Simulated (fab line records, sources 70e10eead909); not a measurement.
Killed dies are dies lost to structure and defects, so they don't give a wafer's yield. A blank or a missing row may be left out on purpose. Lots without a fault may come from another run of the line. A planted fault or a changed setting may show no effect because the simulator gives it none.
Tool commonality check | flow nand_harc | 13 lots, 42 wafers sampled

WHY IT WAS OPENED
At NHARC_P_GATE_CD_MEAS_59 the reading cd_nm is flagged on 1 of 13 lots. Wafers without a fault read 720.1 nm, standard deviation 1.4.
Rule: a lot is flagged when every wafer of it that has a number lies more than 4 standard deviations from that mean, or none has a number. The other lots count as sound.

lot  | measured     | on        | cd_nm (nm), wafer by wafer          | flag
L525 | day 5 09:10  | cd_sem-01 | 718.8 719.9 721.0                   |
L527 | day 5 15:42  | cd_sem-03 | 718.7 720.0 720.4                   |
L526 | day 5 15:54  | cd_sem-02 | 719.7 719.8 719.3                   |
L528 | day 6 05:34  | cd_sem-01 | 719.2 719.0 720.7                   |
L530 | day 6 14:01  | cd_sem-01 | 721.4 722.5 722.4                   |
L533 | day 7 12:45  | cd_sem-02 | 740.7 739.8 741.4 740.4 739.6 741.0 | FLAGGED
L535 | day 8 05:51  | cd_sem-02 | 719.2 720.7 721.3                   |
L537 | day 8 12:55  | cd_sem-02 | 717.1 718.2 719.4                   |
L544 | day 9 20:03  | cd_sem-01 | 720.5 721.0 720.7                   |
L545 | day 10 08:08 | cd_sem-01 | 720.8 720.0 720.2                   |
L546 | day 10 15:32 | cd_sem-01 | 722.9 721.6 721.6                   |
L548 | day 10 15:43 | cd_sem-02 | 722.2 721.8 721.2                   |
L547 | day 10 15:55 | cd_sem-03 | 719.7 721.6 721.1                   |
The numbers of the flagged lots are 740.5 nm on average: +20.4 nm against the usual, or +15 standard deviations.

WHICH TOOL RAN EACH LOT
The record holds 1 process step before the reading, out of a route of 1159 steps. In each cell: the tool, then ch and the chambers that the sampled wafers went through, then the start.
lot  | flag    | NHARC_P_GATE_EXPOSE_56
L525 |         | krf_scanner-04 ch 0, day 5 09:01
L527 |         | krf_scanner-01 ch 0, day 5 15:33
L526 |         | krf_scanner-04 ch 0, day 5 15:44
L528 |         | krf_scanner-03 ch 0, day 6 05:25
L530 |         | krf_scanner-04 ch 0, day 6 13:52
L533 | FLAGGED | krf_scanner-04 ch 0, day 7 12:36
L535 |         | krf_scanner-04 ch 0, day 8 05:41
L537 |         | krf_scanner-04 ch 0, day 8 12:46
L544 |         | krf_scanner-03 ch 0, day 9 19:53
L545 |         | krf_scanner-03 ch 0, day 10 07:58
L546 |         | krf_scanner-01 ch 0, day 10 15:23
L548 |         | krf_scanner-04 ch 0, day 10 15:34
L547 |         | krf_scanner-01 ch 0, day 10 15:46
What these steps do:
- NHARC_P_GATE_EXPOSE_56: exposes mask P PSD, target cd 720 nm.
- NHARC_P_GATE_CD_MEAS_59: target cd 720 nm.

FLAGGED OVER TOTAL, TOOL BY TOOL (the gauges that took the reading come last)
step                    | tool           | lots run | flagged | share of the flagged lots | sound lots run after its first flagged lot
NHARC_P_GATE_EXPOSE_56  | krf_scanner-01 | 3        | 0       | none                      | -
NHARC_P_GATE_EXPOSE_56  | krf_scanner-03 | 3        | 0       | none                      | -
NHARC_P_GATE_EXPOSE_56  | krf_scanner-04 | 7        | 1       | all                       | 3 (L535,L537,L548)
NHARC_P_GATE_CD_MEAS_59 | cd_sem-01      | 6        | 0       | none                      | -
NHARC_P_GATE_CD_MEAS_59 | cd_sem-02      | 5        | 1       | all                       | 3 (L535,L537,L548)
NHARC_P_GATE_CD_MEAS_59 | cd_sem-03      | 2        | 0       | none                      | -

WHAT THE TABLE ALLOWS
2 rows of the table ran every flagged lot: krf_scanner-04 at NHARC_P_GATE_EXPOSE_56, cd_sem-02 at NHARC_P_GATE_CD_MEAS_59.
- krf_scanner-04 at NHARC_P_GATE_EXPOSE_56: 1 of its 7 lots flagged. Sound lots ran on it after the first flagged one (L535, L537, L548), which a lasting fault on the whole tool wouldn't allow.
- cd_sem-02 at NHARC_P_GATE_CD_MEAS_59: 1 of its 5 lots flagged. Sound lots ran on it after the first flagged one (L535, L537, L548), which a lasting fault on the whole tool wouldn't allow.
No row of the table ran every flagged lot and no sound lot after the first.

WHAT THE SIMULATOR HAD PUT IN
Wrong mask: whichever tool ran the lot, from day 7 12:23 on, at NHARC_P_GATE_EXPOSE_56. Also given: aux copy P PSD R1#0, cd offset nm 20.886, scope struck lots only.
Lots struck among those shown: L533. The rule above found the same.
